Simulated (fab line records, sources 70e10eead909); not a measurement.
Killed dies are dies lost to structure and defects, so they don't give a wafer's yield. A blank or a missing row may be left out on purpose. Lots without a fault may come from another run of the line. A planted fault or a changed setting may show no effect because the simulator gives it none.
Chamber matching | flow nand_harc | NHARC_A_M0_CMP_23 on cmp-03: 4 sister chambers
The step polishes, t overpolish 20 s, target thk 113.75 nm. 8 wafers are shown with their chamber, then 8 later ones without.

WAFERS WITH THEIR CHAMBER
wafer  | chamber | motor_current_A (A) | slurry_filter_dp_kPa (kPa)
L421.5 | 2       | 13.5                | 13.45
L424.2 | 0       | 12.6                | 13.64
L424.5 | 2       | 13.0                | 13.53
L424.6 | 1       | 9.5                 | 13.52
L428.1 | 0       | 12.1                | 13.26
L428.2 | 1       | 9.7                 | 13.58
L428.3 | 3       | 11.2                | 13.83
L429.3 | 3       | 12.0                | 13.60

WAFERS WITHOUT THEIR CHAMBER
wafer  | motor_current_A (A) | slurry_filter_dp_kPa (kPa)
L429.4 | 10.2                | 13.50
L429.5 | 12.3                | 13.77
L432.2 | 12.6                | 13.48
L432.3 | 12.1                | 13.47
L432.4 | 9.7                 | 13.45
L441.1 | 12.3                | 13.55
L441.4 | 9.7                 | 13.40
L441.5 | 14.3                | 13.31

WHICH CHAMBER EACH WENT THROUGH
wafer  | from the rows above          | in truth
L429.4 | 1                            | 1
L429.5 | can't be placed: 3 or 0 or 2 | 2
L432.2 | can't be placed: 0 or 2      | 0
L432.3 | can't be placed: 0 or 3      | 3
L432.4 | 1                            | 1
L441.1 | can't be placed: 0 or 3 or 2 | 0
L441.4 | 1                            | 1
L441.5 | 2                            | 2
Placed correctly: 4 of 8. Can't be placed from these rows: 4 (the true chamber is among the candidates in 4). Placed wrongly: 0.
How it was worked out, from the rows above alone: a wafer's distance from a chamber is the root of the sum, over the readings, of the square of ((its reading less the chamber's mean) divided by the reading's scatter). The wafer belongs to the nearest chamber; if the next one is less than 2 further off, it can't be placed. A chamber's mean is the mean of its shown wafers. The scatter: the root of (the sum of the squares of (reading less its chamber's mean) over the shown wafers, divided by (wafers less chambers)).
